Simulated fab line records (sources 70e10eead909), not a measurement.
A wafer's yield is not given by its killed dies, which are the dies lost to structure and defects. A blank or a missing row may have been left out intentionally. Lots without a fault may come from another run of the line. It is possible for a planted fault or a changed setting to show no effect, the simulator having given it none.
A lot that was struck, set against a sound lot ; flow nand-harc ; 13 steps out of a route of 1302
Sound: these wafers, L821.3, L821.4, L821.5. Struck: wafer L833.4. (L833.2 of the same lot was not struck and is left out.) The cause comes at the end.
For every step that has rows: the tool of each side, followed by ch and its chambers, followed by its first start. Under that, the readings that differ: sound wafers ; struck wafers ; difference of the means ; sigmas: that difference in standard deviations of wafers without a fault.
alike: same words and numbers on both sides, and readings whose means sit less than 2 such deviations apart. not compared: any withheld reading, any reading some wafer has no value for, any bound like >300 that may hide the same value, and any number with overlapping values for which the record gives no deviation.
The two part at a step that has a row with sigmas, a row that says differs or no value, or rows on one side only. Numbers that don't overlap but have no deviation are shown without sigmas and don't part them. Lack of a reading on every wafer of one side parts them only where that side has two or more wafers.

first, 2 steps without rows for these wafers: NHARC_A_SOURCE_PLATE_CVD_03 (deposits poly-Si, target thk 200 nm, time 4000 s); NHARC_A_SOURCE_PLATE_ANNEAL_05 (time 1800 s).
NHARC_A_SOURCE_PLATE_THK_MEAS_06: measures by ellipsometry.
  struck on film-metro-02, day 13 17:19; sound on film-metro-02, day 8 14:10
  alike: thk-nm
NHARC_A_SOURCE_PLATE_INSPECT_08:
  struck on defect-inspect-02, day 13 17:23; sound on defect-inspect-01, day 8 14:16
  alike: raw-defect-count
then NHARC_A_ONON_D1_DEP_00 (target thk 1000 nm), 1 step lacking rows for these wafers.
NHARC_A_ONON_D1_THK_MEAS_02: measures by ellipsometry.
  struck on film-metro-02, day 13 17:58; sound on film-metro-02, day 8 14:51
  alike: thk-nm
then NHARC_A_ONON_D1_DEP_03 (target thk 1000 nm), 1 step lacking rows for these wafers.
NHARC_A_ONON_D1_THK_MEAS_05: measures by ellipsometry.
  struck on film-metro-02, day 13 18:32; sound on film-metro-02, day 8 15:25
  alike: thk-nm
then NHARC_A_ONON_D1_DEP_06 (target thk 1000 nm), 1 step lacking rows for these wafers.
NHARC_A_ONON_D1_THK_MEAS_08: measures by ellipsometry.
  struck on film-metro-02, day 13 19:05; sound on film-metro-01, day 8 15:59
  alike: thk-nm
NHARC_A_ONON_D1_DEP_09: target thk 1000 nm.
  sound on pecvd-onon-02 ch 0, day 8 16:09; struck on pecvd-onon-01 ch 0, day 13 19:12
NHARC_A_ONON_D1_THK_MEAS_11: measures by ellipsometry.
  struck on film-metro-02, day 13 19:40; sound on film-metro-02, day 8 16:32
reading;sound;struck;difference;sigmas
thk-nm (nm);1010 1009 1008;892;-117;-13
then NHARC_A_ONON_D1_DEP_12 (target thk 1000 nm), 1 step lacking rows for these wafers.

## WHERE THEY PART
NHARC_A_ONON_D1_THK_MEAS_11 only, going by this record.

WHY: what had been put in by the simulator
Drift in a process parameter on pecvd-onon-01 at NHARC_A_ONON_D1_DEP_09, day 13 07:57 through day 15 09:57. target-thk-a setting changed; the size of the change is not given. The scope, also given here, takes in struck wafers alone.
